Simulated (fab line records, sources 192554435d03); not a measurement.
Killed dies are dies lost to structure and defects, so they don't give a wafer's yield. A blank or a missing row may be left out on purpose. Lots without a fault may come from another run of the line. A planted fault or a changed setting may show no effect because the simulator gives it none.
Chamber matching | flow n5_finfet | N5_FIN_CUT_CUT_ETCH_28 on rie_si-05: 4 sister chambers
The step etches Si in HBr/Cl2/O2, target depth 6 nm, time 2.4 s. 18 wafers are shown with their chamber, then 9 later ones without.

WAFERS WITH THEIR CHAMBER
wafer  | chamber | drypump_motor_current_A (A) | throttle_valve_pct (%) | oes_product_au (a.u.)
L076.3 | 2       | 6.0                         | 37.34                  | 1.033
L076.5 | 3       | 6.0                         | 37.32                  | 0.995
L076.6 | 0       | 6.4                         | 37.49                  | 1.019
L081.3 | 2       | 6.0                         | 37.33                  | 1.028
L081.5 | 1       | 5.7                         | 37.38                  | 1.003
L081.6 | 0       | 6.4                         | 37.53                  | 1.018
L082.4 | 2       | 6.0                         | 37.35                  | 1.011
L082.5 | 3       | 6.0                         | 37.32                  | 0.994
L082.6 | 2       | 6.0                         | 37.34                  | 1.026
L083.4 | 3       | 6.0                         | 37.32                  | 0.997
L083.5 | 0       | 6.4                         | 37.51                  | 1.010
L083.6 | 3       | 6.0                         | 37.32                  | 1.000
L084.3 | 0       | 6.4                         | 37.51                  | 1.018
L084.4 | 2       | 5.9                         | 37.34                  | 1.019
L084.5 | 2       | 5.9                         | 37.35                  | 1.025
L088.2 | 2       | 5.9                         | 37.34                  | 1.028
L088.4 | 0       | 6.4                         | 37.52                  | 1.015
L088.5 | 2       | 6.0                         | 37.36                  | 1.026

SIGNATURES (means of the wafers above)
reading                 | chamber 0 | chamber 1 | chamber 2 | chamber 3 | scatter within a chamber
drypump_motor_current_A | 6.400     | 5.700     | 5.963     | 6.000     | 0.0366
throttle_valve_pct      | 37.5120   | 37.3800   | 37.3438   | 37.3200   | 0.0102
oes_product_au          | 1.01600   | 1.00300   | 1.02450   | 0.99650   | 0.00527
Rule: a wafer's distance from a chamber is the root of the sum, over the readings, of the square of ((its reading less the chamber's mean) divided by the reading's scatter). The wafer belongs to the nearest chamber; if the next one is less than 2 further off, it can't be placed. The scatter: the root of (the sum of the squares of (reading less its chamber's mean) over the shown wafers, divided by (wafers less chambers)).

WAFERS WITHOUT THEIR CHAMBER
wafer  | drypump_motor_current_A (A) | throttle_valve_pct (%) | oes_product_au (a.u.)
L090.1 | 5.9                         | 37.34                  | 1.031
L090.3 | 5.7                         | 37.41                  | 1.008
L090.5 | 6.4                         | 37.50                  | 1.013
L093.1 | 6.0                         | 36.74                  | 0.999
L093.2 | 6.4                         | 37.54                  | 1.013
L093.3 | 5.7                         | 37.42                  | 0.995
L093.4 | 5.9                         | 37.35                  | 1.022
L093.5 | 6.0                         | 36.75                  | 1.001
L093.6 | 5.9                         | 37.35                  | 1.018

WHICH CHAMBER EACH WENT THROUGH
wafer  | from the rows above | in truth
L090.1 | 2                   | 2
L090.3 | 1                   | 1
L090.5 | 0                   | 0
L093.1 | 3                   | 3
L093.2 | 0                   | 0
L093.3 | 1                   | 1
L093.4 | 2                   | 2
L093.5 | 3                   | 3
L093.6 | 2                   | 2
Placed correctly: 9 of 9. Can't be placed from these rows: 0. Placed wrongly: 0.
